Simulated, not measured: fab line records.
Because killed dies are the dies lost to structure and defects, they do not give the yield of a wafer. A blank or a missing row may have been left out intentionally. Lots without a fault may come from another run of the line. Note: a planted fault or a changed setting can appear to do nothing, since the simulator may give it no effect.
Matching of chambers    flow n5_finfet    N5_BEOL_M3_ALD_98 on ald_sin-02 has 4 sister chambers
The step deposits SiO2, target thk 2.5 nm, pulse time 1 s, co reactant pulse time 1 s. 4 wafers are shown with their chamber, then 11 later ones without.

## EACH WAFER AND ITS CHAMBER
wafer   chamber  heater_power_w (W)
L087.1  2        69
L090.2  3        76
L090.6  0        67
L092.4  1        73

## WAFERS MISSING THEIR CHAMBER
wafer   heater_power_w (W)
L092.5  71
L092.6  75
L094.2  74
L094.4  74
L094.6  72
L095.1  76
L095.4  76
L095.5  72
L096.2  76
L096.4  72
L096.6  71

## WHICH CHAMBER EACH WENT THROUGH
wafer    from the rows above            in truth
L092.5   can't be placed: 1 or 2 or 0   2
L092.6   can't be placed: 3 or 1        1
L094.2   can't be placed: 1 or 3        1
L094.4   can't be placed: 1 or 3        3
L094.6   can't be placed: 1 or 2        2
L095.1   3                              3
L095.4   3                              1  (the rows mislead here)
L095.5   can't be placed: 1 or 2        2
L096.2   3                              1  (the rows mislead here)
L096.4   can't be placed: 1 or 2        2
L096.6   can't be placed: 1 or 2 or 0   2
1 of 11 placed correctly. Unplaceable from these rows: 8, with the true chamber sitting among the candidates in 8. Placed wrongly: 2.
How it was worked out, from the rows above alone: a wafer's distance from a chamber is the root of the sum, over the readings, of the square of ((its reading less the chamber's mean) divided by the reading's scatter). If the next closest chamber is less than 2 further off than the closest, the wafer can't be placed; otherwise it belongs to the closest. Each chamber's mean is taken over the wafers shown for it. The scatter: with one shown wafer a chamber, the root of the mean of the squares of how far each hidden wafer lies from its nearest shown one.
